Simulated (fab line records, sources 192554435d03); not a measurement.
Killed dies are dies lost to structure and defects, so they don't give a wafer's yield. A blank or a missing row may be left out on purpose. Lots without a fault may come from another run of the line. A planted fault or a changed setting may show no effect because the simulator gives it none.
Chamber matching | flow n5_finfet | N5_HKMG_FIN_CVD_62 on thermal_cvd_si-01: 3 sister chambers
The step deposits a-Si from Si2H6, target thk 3 nm, time 20.8 s. 6 wafers are shown with their chamber, then 12 later ones without.

WAFERS WITH THEIR CHAMBER
wafer  | chamber | heater_power_w (W)
L084.1 | 2       | 1347
L086.4 | 0       | 1528
L086.5 | 1       | 1596
L088.4 | 0       | 1528
L088.5 | 2       | 1357
L088.6 | 1       | 1572

WAFERS WITHOUT THEIR CHAMBER
wafer  | heater_power_w (W)
L090.2 | 1606
L090.3 | 1378
L090.5 | 1335
L092.2 | 1583
L092.4 | 1602
L092.5 | 1519
L094.2 | 1501
L094.3 | 1616
L094.5 | 1334
L096.1 | 1520
L096.4 | 1544
L096.6 | 1635

WHICH CHAMBER EACH WENT THROUGH
wafer  | from the rows above | in truth
L090.2 | 1                   | 1
L090.3 | 2                   | 2
L090.5 | 2                   | 2
L092.2 | 1                   | 1
L092.4 | 1                   | 1
L092.5 | 0                   | 0
L094.2 | 0                   | 0
L094.3 | 1                   | 1
L094.5 | 2                   | 2
L096.1 | 0                   | 0
L096.4 | 0                   | 0
L096.6 | 1                   | 1
Placed correctly: 12 of 12. Can't be placed from these rows: 0. Placed wrongly: 0.
How it was worked out, from the rows above alone: a wafer's distance from a chamber is the root of the sum, over the readings, of the square of ((its reading less the chamber's mean) divided by the reading's scatter). The wafer belongs to the nearest chamber; if the next one is less than 2 further off, it can't be placed. A chamber's mean is the mean of its shown wafers. The scatter: the root of (the sum of the squares of (reading less its chamber's mean) over the shown wafers, divided by (wafers less chambers)).
